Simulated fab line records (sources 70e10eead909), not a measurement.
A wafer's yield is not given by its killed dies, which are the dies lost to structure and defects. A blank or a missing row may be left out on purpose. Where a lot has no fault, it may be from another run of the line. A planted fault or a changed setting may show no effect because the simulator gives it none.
Problem report in the 8D (eight disciplines) form, filled by code    flow nandHarc    the parts of the form that need people (team, actions taken, sign-off) are left out

1. THE ISSUE
Wafers without a fault read 86.6 s, standard deviation 0.31; runLengthS at NHARC_A_CONTACT_ETCH_48 reads a mean of 72.0 s on 4 wafers belonging to 2 lots. Relative to the usual mean, that is a shift of -47 standard deviations.
The step: etches the open film in CF4, target depth 39 nm, time 65 s.
The first sign was on wafer L103.3 at day 18 19:39, on rieDiel-07. Wafers with a number at this step in the record: 34, from 12 lots. Rule for "out" (also "out of limits"): further than 4 standard deviations from the usual mean. The rest of the wafers with a number are treated as sound.

2. WHAT IT IS, AND WHAT IT ISN'T
question                     is                      is not
which readings at this step  runLengthS              drypumpMotorCurrentA, oesProductAu, rfVppV, showerheadPlenumPTorr
which lots                   L103, L105              L108, L109, L111, L112, L115, L992, L993, L994, L995, L997
which wafers of those lots   all that have a number  -
read on which tools          rieDiel-07              rieDiel-01, rieDiel-11
when                         from day 18 19:39       up to then (15 sound wafers); but 15 sound wafers of L108, L109, L111, L112, L115 came after

3. SUSPECTS, AND WHAT RULES EACH OUT
Counting: a tool at any process step up to the reading remains a suspect when it ran all the lots that are out and ran no sound lot after the first of those.
- rieDiel-07 at NHARC_A_CONTACT_ETCH_48 (etches the open film in CF4, target depth 39 nm, time 65 s): kept. It ran every lot that is out, first L103 (day 18 19:39), and no sound lot after that; its last sound lot up to then is L997 (day 17 12:38). Its own runLengthS readings are out on those wafers.
The count leaves rieDiel-07 at NHARC_A_CONTACT_ETCH_48.

4. THE CAUSE (what the simulator had put in)
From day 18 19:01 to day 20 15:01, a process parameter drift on rieDiel-07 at NHARC_A_CONTACT_ETCH_48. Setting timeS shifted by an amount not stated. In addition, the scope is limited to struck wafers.
This tool alone remained once counting was done.

5. THE EFFECT CHAIN, in route order
Each row: a reading whose mean over the struck wafers that have a number lies more than 3 standard deviations from the usual. Scope: only readings with a usual standard deviation given in the record; hours: median across lots of the time from each lot's start at the first step in this table that gives one to its start at this step; sigmas: change in usual standard deviations.
hours  step                     reading     usual   on struck wafers  change  sigmas
0      NHARC_A_CONTACT_ETCH_48  runLengthS  86.6 s  72.0              -14.6   -47
It contains these process steps:
- NHARC_A_CONTACT_ETCH_48: etches the open film in CF4, target depth 39 nm, time 65 s.
Later steps that measure or inspect, where all struck wafers having a row at the step show a number for every such reading and not one has moved that far: NHARC_END_SORT_01.

6. HOW IT WOULD HAVE BEEN CAUGHT EARLIER
In this record the first reading out of limits was taken at day 18 19:39, 1 hour after the fault began at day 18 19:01.
